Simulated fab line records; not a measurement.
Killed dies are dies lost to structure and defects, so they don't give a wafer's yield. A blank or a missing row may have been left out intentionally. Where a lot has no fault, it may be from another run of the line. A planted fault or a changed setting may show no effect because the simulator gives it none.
fab line records | flow nand-harc
record: lots: 6 | wafers: 17 | last-day: 34
route steps=1302 shown A_SLIT@942 A_SIN_REMOVE@947 A_WL_FILL@952 END@1302
lots that met no fault: taken from a fault-free run of the same line
start-h: start of the lot's first displayed wafer, in hours after the record's first day | wait-h: how many hours have passed since the lot's step before this one | " identical to the entry in the row above | L1.1+2: a row that stands for several wafers | - value missing, or start not given | * or withheld: withheld | < > ~ a bound
route shown NAME@n: names a module that has steps shown in the file, with the first one's number in the route | usual: mean/standard deviation taken from wafers without a fault | same: alike in all rows | chamber/n: place in a boat | sites: readings site by site | _std_site: the values' standard deviation | _edge_site: inner sites' mean taken away from outer sites' mean | radius-mm: how far each site lies from the wafer's centre | mask NAME#n: copy n | behind: the most recent tool/chamber to have shaped the wafer | hold: the reason the lot was held/the length of the hold in hours/how it ended | device: whichever transistor did not switch (one of n, p or np) | end of line: tests of these same wafers at the route's end | for a step that has no rows: nothing shown but its recipe | killed: dies that structure and defects cost at the first sort, which is not the same as the wafer's yield | map: per-die view of a wafer (x killed, . not killed, _ where there is no die)
set.NAME: the run value of the setting; set.NAME@STEP: its run value at that earlier step | model.NAME: the simulator's own value behind a step, which no gauge read
lots at some steps of the route; a table a step, a row a wafer
services: when a tool's chamber went out of use (start-h, in hours from the record's first day, below 0 if earlier), for how many hours, and the reason
== steps ==
step: NHARC_A_SLIT_ETCH_29
recipe: target-depth-a: 1000 | overetch-a: 100 | time-s: 55 | ion-energy-ev: 100 | cf4-flow-sccm: 80 | o2-flow-sccm: 20 | ar-flow-sccm: 0 | rf-w: 300 | bias-w: 100 | chemistry: CF4/O2
usual: drypump-motor-current-A: 5.7/0.49 | oes-product-au: 1.000/0.0085 | rf-vpp-V: 197.4/1.5 | showerhead-plenum-p-Torr: 1.31/0.058 | throttle-valve-pct: 13.395/0.0095
lot.wafer | tool        | chamber | start-h | wait-h | drypump-motor-current-A | oes-product-au | rf-hours-counter-h | rf-vpp-V | showerhead-plenum-p-Torr | throttle-valve-pct
L401.2    | rie-diel-07 | 1       | 480.91  | 0.1    | 5.3                     | 0.989          | 0                  | 196.5    | 1.26                     | 13.395
L401.4    | "           | 3       | "       | "      | 6.2                     | 1.004          | 0                  | 195.6    | 1.27                     | 13.407
L401.5    | "           | 0       | "       | "      | 6.5                     | 0.998          | -                  | 199.7    | 1.39                     | 13.390
L407.1    | rie-diel-07 | 2       | 555.18  | 0.1    | 5.5                     | 0.998          | 4                  | 201.3    | 1.43                     | 13.394
L407.3    | "           | 3       | "       | "      | 6.2                     | 1.001          | 4                  | 197.6    | 1.27                     | 13.414
L407.4    | "           | 1       | "       | "      | 5.2                     | 0.992          | 5                  | 195.7    | 1.25                     | 13.400
L411.2    | rie-diel-11 | 0       | 600.12  | 0.1    | 5.9                     | 0.994          | 10                 | 196.2    | 1.26                     | 13.391
L411.3    | "           | 1       | "       | "      | 5.6                     | 1.000          | 10                 | 197.8    | 1.33                     | 13.383
L413.3    | rie-diel-07 | 1       | 608.92  | 0.1    | 5.2                     | 1.002          | 9                  | 196.2    | 1.25                     | 13.390
L413.4    | "           | 2       | "       | "      | 5.5                     | 0.997          | 7                  | 199.6    | 1.43                     | 13.418
L413.5    | "           | 1       | "       | "      | 5.3                     | 1.002          | -                  | 197.8    | 1.25                     | 13.386
L419.4    | rie-diel-07 | 2       | 672.45  | 0.1    | 5.4                     | 1.005          | 1                  | 200.6    | 1.43                     | 13.399
L419.6    | "           | 2       | "       | "      | 5.4                     | 0.989          | -                  | 200.7    | 1.43                     | 13.402
L419.5    | "           | 3       | "       | "      | 6.2                     | 1.015          | -                  | 196.6    | 1.27                     | 13.382
L420.4    | rie-diel-11 | 0       | 697.37  | 0.1    | 5.9                     | 0.999          | 4                  | 196.8    | 1.26                     | 13.406
L420.6    | "           | 1       | "       | "      | 5.6                     | 0.980          | -                  | 197.9    | 1.33                     | 13.385
L420.5    | "           | 2       | "       | "      | 6.3                     | 0.997          | -                  | 196.8    | 1.29                     | 13.395
step: NHARC_A_SLIT_STRIP_18
recipe: o2-flow-sccm: 500 | ar-flow-sccm: 0 | bias-w: 0 | chemistry: O2
usual: drypump-motor-current-A: 5.7/0.5 | oes-product-au: 1.001/0.0077 | rf-vpp-V: 57.7/0.94 | showerhead-plenum-p-Torr: 3.47/0.15 | throttle-valve-pct: 17.037/0.0092
lot.wafer | tool        | chamber | start-h | wait-h | drypump-motor-current-A | oes-product-au | rf-hours-counter-h | rf-vpp-V | showerhead-plenum-p-Torr | throttle-valve-pct
L401.4    | rie-diel-07 | 2       | -       | -      | 5.4                     | 1.010          | 0                  | 59.6     | 3.76                     | 17.020
L401.2    | "           | 0       | "       | "      | 6.5                     | 1.013          | 0                  | 58.8     | 3.66                     | 17.048
L401.5    | "           | 2       | "       | "      | 5.4                     | 1.006          | -                  | 58.9     | 3.76                     | 17.037
L407.3    | rie-diel-07 | 1       | -       | -      | 5.2                     | 0.994          | 5                  | 56.4     | 3.32                     | 17.020
L407.1    | "           | 2       | "       | "      | 5.5                     | 1.010          | 4                  | 57.5     | 3.76                     | 17.042
L407.4    | "           | 3       | "       | "      | 6.2                     | 1.008          | 4                  | 57.5     | 3.36                     | 17.056
L411.2    | rie-diel-11 | 3       | -       | -      | 4.9                     | 1.000          | 9                  | 56.6     | 3.35                     | 17.037
L411.3    | "           | 0       | "       | "      | 6.0                     | 1.002          | 10                 | 58.0     | 3.34                     | 17.037
L413.3    | rie-diel-07 | 1       | -       | -      | 5.3                     | 0.999          | 9                  | 57.8     | 3.32                     | 17.031
L413.4    | "           | 3       | "       | "      | 6.2                     | 1.004          | 6                  | 58.0     | 3.36                     | 17.054
L413.5    | "           | 0       | "       | "      | 6.5                     | 1.003          | -                  | 57.4     | 3.65                     | 17.041
L419.4    | rie-diel-07 | 3       | -       | -      | 6.2                     | 0.997          | 1                  | 59.0     | 3.35                     | 17.039
L419.6    | "           | 2       | "       | "      | 5.5                     | 1.002          | -                  | 57.6     | 3.76                     | 17.051
L419.5    | "           | 3       | "       | "      | 6.2                     | 1.010          | -                  | 55.7     | 3.35                     | 17.044
L420.4    | rie-diel-11 | 2       | -       | -      | 6.3                     | 1.002          | 6                  | 55.9     | 3.40                     | 17.041
L420.6    | "           | 3       | "       | "      | 4.9                     | 0.993          | -                  | 56.5     | 3.35                     | 17.028
L420.5    | "           | 0       | "       | "      | 5.9                     | 0.996          | -                  | 55.8     | 3.34                     | 17.026
step: NHARC_A_SLIT_PRECLEAN_19
recipe: time-s: * | temp-c: 50 | bath-age-min: 0 | chemistry: SC1
step: NHARC_A_SLIT_SRD_20
step: NHARC_A_SLIT_CD_MEAS_21
usual: cd-nm: 289.5/0.82
lot.wafer | tool      | chamber | start-h | wait-h | cd-nm
L401.2    | cd-sem-01 | -       | 481.44  | -      | 288.2
L401.4    | "         | -       | "       | "      | 288.5
L401.5    | "         | -       | "       | "      | 288.5
L407.1    | cd-sem-02 | -       | 555.71  | -      | 287.8
L407.3    | "         | -       | "       | "      | 289.0
L407.4    | "         | -       | "       | "      | 288.9
L411.2    | cd-sem-02 | -       | 600.66  | -      | 288.9
L411.3    | "         | -       | "       | "      | 289.7
L413.3    | cd-sem-01 | -       | 609.47  | -      | 290.2
L413.4    | "         | -       | "       | "      | 291.0
L413.5    | "         | -       | "       | "      | 290.0
L419.4    | cd-sem-03 | -       | 672.99  | -      | 290.4
L419.5    | "         | -       | "       | "      | 290.4
L419.6    | "         | -       | "       | "      | 290.2
L420.4    | cd-sem-02 | -       | 697.90  | -      | 290.2
L420.5    | "         | -       | "       | "      | 290.1
L420.6    | "         | -       | "       | "      | 289.7
step: NHARC_A_SIN_REMOVE_WET_00
recipe: temp-c: 160 | time-s: 15300 | chemistry: H3PO4
step: NHARC_A_SIN_REMOVE_PRECLEAN_01
recipe: time-s: * | temp-c: 50 | bath-age-min: 0 | chemistry: SC1
step: NHARC_A_SIN_REMOVE_SRD_02
step: NHARC_A_SIN_REMOVE_INSPECT_04
usual: raw-defect-count: 390/74
lot.wafer | tool              | chamber | start-h | wait-h | raw-defect-count
L401.2    | defect-inspect-01 | -       | 488.05  | 0.0    | 326
L401.4    | "                 | -       | "       | "      | 343
L401.5    | "                 | -       | "       | "      | 337
L407.1    | defect-inspect-02 | -       | 562.29  | 0.0    | 424
L407.3    | "                 | -       | "       | "      | 302
L407.4    | "                 | -       | "       | "      | 352
L411.2    | defect-inspect-02 | -       | 607.21  | 0.0    | 540
L411.3    | "                 | -       | "       | "      | 630
L413.3    | defect-inspect-02 | -       | 615.55  | 0.0    | 445
L413.4    | "                 | -       | "       | "      | 386
L413.5    | "                 | -       | "       | "      | 469
L419.4    | defect-inspect-01 | -       | 679.65  | 0.0    | 328
L419.5    | "                 | -       | "       | "      | 372
L419.6    | "                 | -       | "       | "      | 389
L420.4    | defect-inspect-02 | -       | 704.01  | 0.0    | 399
L420.5    | "                 | -       | "       | "      | 356
L420.6    | "                 | -       | "       | "      | 362
step: NHARC_A_WL_FILL_ALD_00
recipe: target-thk-a: 30 | pulse-time-s: 3 | ald-cycles: 30 | temp-c: 300 | material: Al2O3
usual: ald-cycles: 30/0 | heater-power-w: 482/63 | precursor-pulse-height-rel: 0.999/0.022
same: pulse-time-s: 3
lot.wafer | tool      | chamber | start-h | wait-h | ald-cycles | heater-power-w | precursor-pulse-height-rel
L401.2    | ald-hk-03 | 1       | 488.14  | 0.1    | 30         | 394            | 1.018
L401.4    | "         | 2       | "       | "      | 30         | 663            | 1.024
L401.5    | "         | 0       | "       | "      | 30         | 491            | 1.011
L407.1    | ald-hk-03 | 3       | 562.36  | 0.1    | 30         | 521            | 1.001
L407.3    | "         | 0       | "       | "      | 30         | 490            | 0.961
L407.4    | "         | 2       | "       | "      | 30         | 666            | 1.003
L411.3    | ald-hk-01 | 2       | 607.33  | 0.1    | 30         | 513            | 0.990
L411.2    | "         | 3       | "       | "      | 30         | 532            | 1.002
L413.3    | ald-hk-01 | 1       | 615.66  | 0.1    | 30         | 404            | 0.982
L413.4    | "         | 3       | "       | "      | 30         | 537            | 0.997
L413.5    | "         | 1       | "       | "      | 30         | 397            | 1.001
L419.4    | ald-hk-04 | 1       | 679.80  | 0.1    | 30         | 483            | 1.016
L419.5    | "         | 2       | "       | "      | 30         | 478            | 1.006
L419.6    | "         | 3       | "       | "      | 30         | 448            | 0.968
L420.4    | ald-hk-04 | 2       | 704.13  | 0.1    | 30         | 488            | 1.005
L420.5    | "         | 0       | "       | "      | 30         | 494            | 0.988
L420.6    | "         | 1       | "       | "      | 30         | 487            | 0.981
step: NHARC_A_WL_FILL_RTA_01
recipe: temp-c: 1000 | time-s: 5
usual: lamp-power-pct: 30.8/1.3 | lamp_zone_1_pct: 30.8/1.3 | lamp_zone_2_pct: 30.8/1.3 | lamp_zone_6_pct: 30.8/1.3 | wafer_temp_C_max: 1006.3/1.2
lot.wafer | tool          | chamber | start-h | wait-h | lamp-power-pct | lamp_zone_1_pct | lamp_zone_2_pct | lamp_zone_6_pct | wafer_temp_C_max
L401.2    | rtp-anneal-02 | 0       | 488.41  | -      | 32.3           | 32.3            | 32.3            | 32.2            | 1008.6
L401.4    | "             | 0       | "       | "      | 32.3           | 32.2            | 32.3            | 32.2            | 1009.6
L401.5    | "             | 0       | "       | "      | 32.3           | 32.3            | 32.3            | 32.3            | 1006.0
L407.1    | rtp-anneal-01 | 0       | 562.80  | 0.4    | 29.6           | 29.6            | 29.6            | 29.5            | 1005.5
L407.3    | "             | 0       | "       | "      | 29.6           | 29.6            | 29.6            | 29.5            | 1005.2
L407.4    | "             | 0       | "       | "      | 29.6           | 29.6            | 29.6            | 29.5            | 1006.9
L411.2    | rtp-anneal-02 | 0       | 607.57  | -      | 32.3           | 32.2            | 32.3            | 32.2            | 1005.7
L411.3    | "             | 0       | "       | "      | 32.2           | 32.2            | 32.3            | 32.2            | 1008.1
L413.3    | rtp-anneal-02 | 0       | 615.96  | -      | 32.3           | 32.3            | 32.3            | 32.3            | 1008.1
L413.4    | "             | 0       | "       | "      | 32.3           | 32.3            | 32.4            | 32.3            | 1006.9
L413.5    | "             | 0       | "       | "      | 32.3           | 32.2            | 32.3            | 32.2            | 1006.3
L419.4    | rtp-anneal-01 | 0       | 680.06  | -      | 29.6           | 29.6            | 29.6            | 29.5            | 1007.9
L419.5    | "             | 0       | "       | "      | 29.6           | 29.7            | 29.7            | 29.5            | 1006.4
L419.6    | "             | 0       | "       | "      | 29.6           | 29.6            | 29.6            | 29.6            | 1006.0
L420.4    | rtp-anneal-01 | 0       | 704.59  | -      | 29.6           | 29.6            | 29.7            | 29.5            | 1005.3
L420.5    | "             | 0       | "       | "      | 29.6           | 29.7            | 29.6            | 29.6            | 1007.8
L420.6    | "             | 0       | "       | "      | 29.6           | 29.7            | 29.6            | 29.6            | 1004.8
step: NHARC_A_WL_FILL_ALD_02
recipe: target-thk-a: 20 | pulse-time-s: 3 | ald-cycles: 100 | temp-c: 450 | material: TiN
usual: ald-cycles: 100/0 | heater-power-w: 1041/130 | precursor-pulse-height-rel: 1.001/0.02
same: pulse-time-s: 3
lot.wafer | tool         | chamber | start-h | wait-h | ald-cycles | heater-power-w | precursor-pulse-height-rel
L401.2    | ald-metal-02 | 2       | 488.63  | 0.2    | 100        | 1325           | 1.030
L401.4    | "            | 0       | "       | "      | 100        | 940            | 0.994
L401.5    | "            | 2       | "       | "      | 100        | 1297           | 1.016
L407.4    | ald-metal-03 | 3       | 563.05  | 0.1    | 100        | 1158           | 1.034
L407.3    | "            | 0       | "       | "      | 100        | 949            | 0.990
L407.1    | "            | 1       | "       | "      | 100        | 1013           | 1.009
L411.3    | ald-metal-03 | 1       | 607.75  | 0.1    | 79         | 1026           | 0.999
L411.2    | "            | 0       | "       | "      | 100        | 957            | 1.028
L413.4    | ald-metal-03 | 1       | 616.12  | 0.1    | 100        | 1014           | 1.007
L413.3    | "            | 2       | "       | "      | 79         | 937            | 0.996
L413.5    | "            | 1       | "       | "      | 79         | 1039           | 0.976
L419.4    | ald-metal-02 | 1       | 680.27  | 0.2    | 100        | 880            | 0.980
L419.5    | "            | 3       | "       | "      | 100        | 1022           | 1.043
L419.6    | "            | 0       | "       | "      | 100        | 954            | 1.001
L420.4    | ald-metal-02 | 3       | 704.73  | 0.1    | 100        | 1065           | 0.998
L420.6    | "            | 3       | "       | "      | 100        | 1072           | 0.981
L420.5    | "            | 0       | "       | "      | 100        | 958            | 0.992
step: NHARC_END_SORT_01
recipe: temp-c: 25
usual: killed-at-array: 52/18 | killed-at-other: 0.6/0.83 | killed-at-periphery: 4.3/2.8 | killed-dies: 57/19 | killed-open: 3.4/2 | killed-short: 2.5/1.7
same: gross-dies: 677
lot.wafer | tool      | chamber | start-h | wait-h | killed-at-array | killed-at-other | killed-at-periphery | killed-dies | killed-open | killed-short
L401.2    | prober-02 | 0       | 589.19  | 2.8    | 57              | 2               | 4                   | 63          | 2           | 1
L401.4    | prober-02 | 0       | 590.79  | 3.4    | 65              | 0               | 9                   | 74          | 4           | 2
L401.5    | prober-02 | 0       | 591.60  | 3.7    | 81              | 0               | 3                   | 84          | 1           | 3
L411.2    | prober-02 | 0       | 704.10  | 2.8    | 56              | 0               | 4                   | 60          | 2           | 2
killed by level:class
L401.2 A_CHANNEL_HOLE_D1:chamber-film-flake=33 A_SLIT:chamber-film-flake=13 A_STAIRCASE:chamber-film-flake=3 P_GATE:chamber-film-flake=2 A_CHANNEL_HOLE_D2:chamber-film-flake=2 A_CONTACT:chamber-film-flake=2 HYBRID_BOND:chamber-film-flake=2 P_CONTACT:geometric-particle:open=1
L401.4 A_CHANNEL_HOLE_D1:chamber-film-flake=36 A_SLIT:chamber-film-flake=18 P_GATE:chamber-film-flake=8 A_CHANNEL_HOLE_D2:chamber-film-flake=3 A_CONTACT:chamber-film-flake=2 P_CONTACT:geometric-particle:open=1 A_CHANNEL_FILL_D1:geometric-particle:short=1 A_DECK1_JOINT:geometric-particle:open=1
L401.5 A_CHANNEL_HOLE_D1:chamber-film-flake=41 A_SLIT:chamber-film-flake=18 A_CONTACT:chamber-film-flake=10 A_CHANNEL_HOLE_D2:chamber-film-flake=5 A_CHANNEL_FILL_D1:geometric-particle:short=2 P_GATE:chamber-film-flake=2 A_DECK1_JOINT:chamber-film-flake=2 A_STAIRCASE:chamber-film-flake=2
L411.2 A_CHANNEL_HOLE_D1:chamber-film-flake=27 A_CHANNEL_HOLE_D2:chamber-film-flake=13 A_CONTACT:chamber-film-flake=6 P_M2:chamber-film-flake=4 A_ZERO_WELL:chamber-film-flake=2 A_STAIRCASE:chamber-film-flake=2 A_ONON_D1:geometric-particle:open=1 A_CHANNEL_FILL_D1:geometric-particle:open=1
== services ==
tool         | chamber | start-h | hours | kind
ald-metal-03 | 0       | 469.30  | 24.0  | repair
rie-diel-07  | -       | 471.20  | 9.0   | pm
rie-diel-07  | 0       | 471.20  | 9.0   | vent-cycle
rie-diel-07  | 1       | 471.20  | 9.0   | vent-cycle
rie-diel-07  | 2       | 471.20  | 9.0   | vent-cycle
rie-diel-07  | 3       | 471.20  | 9.0   | vent-cycle
ald-hk-01    | -       | 476.02  | 10.0  | pm
rie-diel-07  | 0       | 480.20  | -     | clean
rie-diel-07  | 1       | 480.20  | -     | clean
ald-hk-04    | -       | 526.88  | 0.6   | repair
ald-hk-04    | -       | 558.19  | 0.6   | repair
ald-metal-03 | -       | 568.00  | 10.0  | pm
ald-hk-03    | -       | 573.54  | 10.0  | pm
rie-diel-07  | 2       | 576.08  | 5.1   | repair
rie-diel-11  | 1       | 607.60  | 2.4   | repair
rie-diel-11  | -       | 609.50  | 9.0   | pm
ald-metal-02 | -       | 610.00  | 10.0  | pm
ald-hk-04    | -       | 617.63  | 10.0  | pm
ald-hk-03    | -       | 628.89  | 0.8   | repair
rie-diel-11  | 2       | 637.09  | 4.7   | repair
ald-hk-04    | -       | 647.22  | 0.6   | repair
rie-diel-07  | -       | 648.20  | 9.0   | pm
ald-hk-01    | -       | 655.55  | 10.0  | pm
rie-diel-07  | 0       | 689.69  | 3.7   | repair
== key ==
first-sign: step: NHARC_A_WL_FILL_ALD_02 | reading: ald-cycles | direction: down | sigmas: 99+ | usual: 100 | struck: 79
effect none on later readings
met-at NHARC_A_WL_FILL_ALD_02
struck-wafers L411.3,L413.3,L413.5
tester-left-out L411,L413
onset-between 563.05 607.75
fault: kind: process-parameter-drift | tool: ald-metal-03 | chamber: - | onset-h: 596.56 | steps: NHARC_A_WL_FILL_ALD_02 | channel: ald-cycles | offset: -21 | shape: step | end-h: 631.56 | scope: struck-wafers-only | acts-in: these-recipes-only | stated: 100
tester-left-out: of these lots the tester's yield and bins aren't shown, on N5 and GAA mostly nor the transistor test; their killed dies are dies lost to structure and defects alone, not to doping, threshold or leakage, so they don't give the yield
